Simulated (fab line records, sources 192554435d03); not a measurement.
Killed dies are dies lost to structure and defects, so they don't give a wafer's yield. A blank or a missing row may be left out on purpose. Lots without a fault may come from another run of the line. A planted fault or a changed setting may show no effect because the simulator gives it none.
Chamber matching | flow n5_finfet | N5_BEOL_M6_PECVD_70 on pecvd-01: 3 sister chambers
The step deposits SiO2 from TEOS/O2, target thk 20 nm, time 22.7 s. 6 wafers are shown with their chamber, then 10 later ones without.

WAFERS WITH THEIR CHAMBER
wafer  | chamber | throttle_valve_pct (%) | showerhead_plenum_p_Torr (Torr)
L091.3 | 2       | 21.4                   | 8.86
L093.2 | 0       | 22.6                   | 8.75
L093.3 | 2       | 21.3                   | 8.84
L093.4 | 1       | 25.4                   | 8.73
L094.2 | 0       | 22.8                   | 8.77
L094.4 | 1       | 25.7                   | 8.74

WAFERS WITHOUT THEIR CHAMBER
wafer  | throttle_valve_pct (%) | showerhead_plenum_p_Torr (Torr)
L094.5 | 21.2                   | 8.82
L095.1 | 25.5                   | 8.75
L095.3 | 21.2                   | 8.82
L095.6 | 21.4                   | 8.84
L096.2 | 23.0                   | 8.76
L096.4 | 22.8                   | 8.75
L096.6 | 25.4                   | 8.74
L097.1 | 22.7                   | 8.74
L097.2 | 21.4                   | 8.84
L097.5 | 25.5                   | 8.74

WHICH CHAMBER EACH WENT THROUGH
wafer  | from the rows above | in truth
L094.5 | 2                   | 2
L095.1 | 1                   | 1
L095.3 | 2                   | 2
L095.6 | 2                   | 2
L096.2 | 0                   | 0
L096.4 | 0                   | 0
L096.6 | 1                   | 1
L097.1 | 0                   | 0
L097.2 | 2                   | 2
L097.5 | 1                   | 1
Placed correctly: 10 of 10. Can't be placed from these rows: 0. Placed wrongly: 0.
How it was worked out, from the rows above alone: a wafer's distance from a chamber is the root of the sum, over the readings, of the square of ((its reading less the chamber's mean) divided by the reading's scatter). The wafer belongs to the nearest chamber; if the next one is less than 2 further off, it can't be placed. A chamber's mean is the mean of its shown wafers. The scatter: the root of (the sum of the squares of (reading less its chamber's mean) over the shown wafers, divided by (wafers less chambers)).
